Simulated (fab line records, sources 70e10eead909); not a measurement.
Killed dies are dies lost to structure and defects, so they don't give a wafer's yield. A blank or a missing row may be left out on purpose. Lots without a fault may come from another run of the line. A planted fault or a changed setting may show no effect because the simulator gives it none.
Chamber matching | flow nand_harc | NHARC_A_SGD_CUT_CMP_21 on cmp-03: 4 sister chambers
The step polishes, target thk 148.19 nm. 4 wafers are shown with their chamber, then 7 later ones without.

WAFERS WITH THEIR CHAMBER
wafer  | chamber | motor_current_A (A)
L075.1 | 2       | 10.8
L084.1 | 3       | 11.7
L085.1 | 1       | 9.4
L085.2 | 0       | 11.3

WAFERS WITHOUT THEIR CHAMBER
wafer  | motor_current_A (A)
L085.6 | 11.8
L090.1 | 10.9
L090.3 | 11.8
L090.5 | 11.9
L093.1 | 11.4
L093.4 | 12.2
L093.6 | 11.9

WHICH CHAMBER EACH WENT THROUGH
wafer  | from the rows above     | in truth
L085.6 | can't be placed: 3 or 0 | 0
L090.1 | can't be placed: 2 or 0 | 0
L090.3 | can't be placed: 3 or 0 | 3
L090.5 | can't be placed: 3 or 0 | 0
L093.1 | can't be placed: 0 or 3 | 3
L093.4 | can't be placed: 3 or 0 | 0
L093.6 | can't be placed: 3 or 0 | 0
Placed correctly: 0 of 7. Can't be placed from these rows: 7 (the true chamber is among the candidates in 7). Placed wrongly: 0.
How it was worked out, from the rows above alone: a wafer's distance from a chamber is the root of the sum, over the readings, of the square of ((its reading less the chamber's mean) divided by the reading's scatter). The wafer belongs to the nearest chamber; if the next one is less than 2 further off, it can't be placed. A chamber's mean is the mean of its shown wafers. The scatter: with one shown wafer a chamber, the root of the mean of the squares of how far each hidden wafer lies from its nearest shown one.
